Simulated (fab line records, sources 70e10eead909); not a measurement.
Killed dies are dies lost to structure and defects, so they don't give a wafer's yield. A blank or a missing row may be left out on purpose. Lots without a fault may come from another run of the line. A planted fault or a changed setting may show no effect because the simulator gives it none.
Chamber matching | flow nand_harc | NHARC_A_STAIRCASE_DESCUM_186 on rie_diel-07: 4 sister chambers
The step chemistry O2, time 3 s. 4 wafers are shown with their chamber, then 12 later ones without.

WAFERS WITH THEIR CHAMBER
wafer  | chamber | showerhead_plenum_p_Torr (Torr)
L090.2 | 2       | 1.99
L088.5 | 1       | 1.79
L093.5 | 3       | 1.95
L093.6 | 0       | 1.83

WAFERS WITHOUT THEIR CHAMBER
wafer  | showerhead_plenum_p_Torr (Torr)
L092.3 | 1.79
L092.4 | 1.95
L092.6 | 1.79
L096.3 | 1.99
L096.4 | 1.79
L096.5 | 1.99
L096.1 | 1.94
L096.2 | 1.82
L096.6 | 1.94
L097.3 | 1.94
L097.5 | 1.82
L097.6 | 1.79

WHICH CHAMBER EACH WENT THROUGH
wafer  | from the rows above | in truth
L092.3 | 1                   | 1
L092.4 | 3                   | 3
L092.6 | 1                   | 1
L096.3 | 2                   | 2
L096.4 | 1                   | 1
L096.5 | 2                   | 2
L096.1 | 3                   | 3
L096.2 | 0                   | 0
L096.6 | 3                   | 3
L097.3 | 3                   | 3
L097.5 | 0                   | 0
L097.6 | 1                   | 1
Placed correctly: 12 of 12. Can't be placed from these rows: 0. Placed wrongly: 0.
How it was worked out, from the rows above alone: a wafer's distance from a chamber is the root of the sum, over the readings, of the square of ((its reading less the chamber's mean) divided by the reading's scatter). The wafer belongs to the nearest chamber; if the next one is less than 2 further off, it can't be placed. A chamber's mean is the mean of its shown wafers. The scatter: with one shown wafer a chamber, the root of the mean of the squares of how far each hidden wafer lies from its nearest shown one.
